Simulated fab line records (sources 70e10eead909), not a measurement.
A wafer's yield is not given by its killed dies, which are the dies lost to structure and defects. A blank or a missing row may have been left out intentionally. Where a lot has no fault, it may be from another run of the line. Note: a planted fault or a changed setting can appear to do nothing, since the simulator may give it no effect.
Chamber matching ; flow nand-harc ; NHARC_A_STAIRCASE_DESCUM_443 on rie-diel-06 has 4 sister chambers
The step chemistry O2, time 3 s. 8 wafers are shown with their chamber, then 8 later ones without.

WAFERS WITH THEIR CHAMBER
wafer;chamber;showerhead-plenum-p-Torr (Torr);oes-product-au (a.u.)
L075.3;1;1.96;0.997
L078.1;3;1.77;0.991
L078.2;0;1.99;1.002
L078.3;2;1.88;1.007
L082.2;2;1.88;0.988
L082.3;0;1.99;0.995
L082.5;1;1.95;0.990
L087.3;3;2.07;1.011

WAFERS WITHOUT THEIR CHAMBER
wafer;showerhead-plenum-p-Torr (Torr);oes-product-au (a.u.)
L087.5;1.87;1.001
L087.6;1.94;1.017
L091.2;1.94;0.994
L091.4;1.98;0.998
L091.5;1.87;0.987
L096.2;1.97;1.007
L096.3;1.86;0.997
L096.5;1.86;1.006

WHICH CHAMBER EACH ONE RAN IN
wafer;from the rows above;in truth
L087.5;can't be placed: 2 or 3 or 1 or 0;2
L087.6;can't be placed: 3 or 0 or 2 or 1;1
L091.2;can't be placed: 1 or 0 or 2 or 3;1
L091.4;can't be placed: 0 or 1 or 3 or 2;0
L091.5;can't be placed: 1 or 2 or 3 or 0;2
L096.2;can't be placed: 3 or 0 or 2 or 1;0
L096.3;can't be placed: 2 or 3 or 1 or 0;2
L096.5;can't be placed: 3 or 2 or 0 or 1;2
Placed correctly: 0 of 8. From these rows, 8 cannot be placed; in 8 the true chamber is one of the candidates. Wrongly placed: 0.
How it was worked out, from the rows above alone: a wafer's distance from a chamber is the root of the sum, over the readings, of the square of ((its reading less the chamber's mean) divided by the reading's scatter). If the next closest chamber is less than 2 further off than the closest, the wafer can't be placed; otherwise it belongs to the closest. A chamber's mean is the mean of its shown wafers. The scatter: the root of (the sum of the squares of (reading less its chamber's mean) over the shown wafers, divided by (wafers less chambers)).
